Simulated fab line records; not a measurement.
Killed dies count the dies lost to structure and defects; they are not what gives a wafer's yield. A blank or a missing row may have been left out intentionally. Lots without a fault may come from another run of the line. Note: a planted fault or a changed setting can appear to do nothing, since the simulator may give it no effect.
Chamber matching -- flow n5Finfet -- 4 sister chambers for N5_SD_EPI_N_ETCH_35 on rieDiel-06
The step etches SOC in N2/H2, overetch 108 nm, time 486 s. 20 wafers are shown with their chamber, then 10 later ones without.

WAFERS, EACH WITH ITS CHAMBER
wafer,chamber,showerheadPlenumPTorr (Torr),drypumpMotorCurrentA (A),throttleValvePct (%)
L074.1,2,2.54,4.9,24.2
L074.4,0,2.58,6.4,23.8
L074.6,3,2.66,6.4,24.2
L075.2,2,2.54,4.9,24.2
L075.3,3,2.66,6.4,24.2
L075.6,3,2.66,6.4,24.2
L077.2,1,2.48,5.8,23.5
L077.4,2,2.54,5.0,24.2
L077.6,0,2.58,6.4,23.8
L078.2,2,2.54,4.9,24.2
L078.3,1,2.48,5.8,23.5
L078.5,1,2.48,5.8,23.6
L079.1,1,2.48,5.8,23.6
L079.5,2,2.54,4.9,24.3
L079.6,0,2.58,6.4,23.8
L082.2,0,2.58,6.4,23.8
L082.3,2,2.54,4.9,24.3
L082.4,0,2.58,6.4,23.8
L086.1,2,2.53,4.9,24.3
L086.3,1,2.47,5.7,23.6

SIGNATURES, as means of the wafers listed above
reading,chamber 0,chamber 1,chamber 2,chamber 3,scatter within a chamber
showerheadPlenumPTorr,2.5800,2.4780,2.5386,2.6600,0.00322
drypumpMotorCurrentA,6.400,5.780,4.914,6.400,0.0322
throttleValvePct,23.800,23.560,24.243,24.200,0.0427
Rule: a wafer lies at a distance from a chamber equal to the root of the sum of squares, over the readings, of (its reading less the chamber's mean, divided by the reading's scatter). If the next closest chamber is less than 2 further off than the closest, the wafer can't be placed; otherwise it belongs to the closest. The scatter: the root of (the sum of the squares of (reading less its chamber's mean) over the shown wafers, divided by (wafers less chambers)).

WAFERS WITH NO CHAMBER GIVEN
wafer,showerheadPlenumPTorr (Torr),drypumpMotorCurrentA (A),throttleValvePct (%)
L086.6,2.53,4.9,24.2
L093.3,2.53,4.9,24.3
L093.5,2.53,4.9,24.3
L093.6,2.46,5.8,23.6
L094.2,2.46,5.8,23.6
L094.3,2.56,6.4,23.9
L094.6,2.56,6.4,23.9
L096.4,2.46,5.8,23.6
L096.5,2.56,6.4,23.9
L096.6,2.52,4.9,24.3

CHAMBER TAKEN BY EACH
wafer,from the rows above,in truth
L086.6,2,2
L093.3,2,2
L093.5,2,2
L093.6,1,1
L094.2,1,1
L094.3,0,0
L094.6,0,0
L096.4,1,1
L096.5,0,0
L096.6,2,2
Correctly placed: 10 of 10. Not placeable from these rows: 0. Placed wrongly: 0.
